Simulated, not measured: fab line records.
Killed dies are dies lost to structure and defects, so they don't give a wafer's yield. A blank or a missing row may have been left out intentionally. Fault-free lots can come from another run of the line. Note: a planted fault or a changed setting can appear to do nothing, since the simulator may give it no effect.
Which tool was responsible? | flow nand-harc | Sampling: 6 lots, 18 wafers, 5 of 1302 route steps

## WHAT THE GAUGES READ, wafer by wafer
NHARC_END_SORT_01.
lot  | measured     | on        | killed-at-array
L566 | day 25 08:57 | prober-01 | 53 67 75
L574 | day 29 23:56 | prober-01 | 38 38 40

## EACH LOT AND THE TOOL THAT RAN IT (in order: tool; ch and the chambers of the sampled wafers; start)
lot  | NHARC_A_WL_FILL_STRIP_27             | NHARC_A_CONTACT_DEP_24          | NHARC_A_CONTACT_DEP_28        | NHARC_A_CONTACT_SOFTBAKE_37
L566 | plasma-asher-01 ch 0,1, day 21 12:23 | pecvd-01 ch 1,2, day 22 04:25   | acl-dep-03 ch 0, day 22 05:01 | litho-track-04 ch 0, day 22 09:00
L563 | plasma-asher-02 ch 0,1, day 21 18:16 | pecvd-03 ch 0,1, day 22 11:25   | acl-dep-03 ch 0, day 22 12:56 | litho-track-06 ch 0, day 22 17:00
L574 | plasma-asher-02 ch 0,1, day 25 15:35 | pecvd-04 ch 1,2, day 26 07:44   | acl-dep-01 ch 0, day 26 09:02 | litho-track-04 ch 0, day 26 12:00
L577 | plasma-asher-01 ch 0,1, day 27 06:02 | pecvd-03 ch 0,1,2, day 27 23:54 | acl-dep-03 ch 0, day 28 00:22 | litho-track-06 ch 0, day 28 04:00
L580 | plasma-asher-02 ch 0,1, day 28 05:56 | pecvd-01 ch 0,1,2, day 28 22:13 | acl-dep-02 ch 0, day 29 02:50 | litho-track-06 ch 0, day 29 05:00
L582 | plasma-asher-02 ch 0,1, day 30 07:38 | pecvd-03 ch 0,1,2, day 31 01:06 | acl-dep-02 ch 0, day 31 01:38 | litho-track-04 ch 0, day 31 06:00
- NHARC_A_WL_FILL_STRIP_27: strips in N2/H2, time 20 s.
- NHARC_A_CONTACT_DEP_24: deposits SiO2, target thk 500 nm.
- NHARC_A_CONTACT_DEP_28: deposits aC, target thk 7000 nm.
- NHARC_A_CONTACT_SOFTBAKE_37: time 55 s.

## THE ANSWER, worked out from the rows above alone
Rule: the usual values come from the lots themselves. Put in order of their means at a reading, lots are off if they are a third of the lots or fewer, leave a main group of 4 or more, and stand apart from it by a gap of 3 or more times the standard deviation of the main group's means; of several such gaps the widest counts. If all means in a main group match to the digits the tables above print for the reading, that group is not used. A lot without any number at a reading at which 4 lots or more have one is off too. The other lots that the step has rows for count as sound.
Nothing can be told from this: no lot is off at any reading shown.

## WHAT THE SIMULATOR HAD INSERTED
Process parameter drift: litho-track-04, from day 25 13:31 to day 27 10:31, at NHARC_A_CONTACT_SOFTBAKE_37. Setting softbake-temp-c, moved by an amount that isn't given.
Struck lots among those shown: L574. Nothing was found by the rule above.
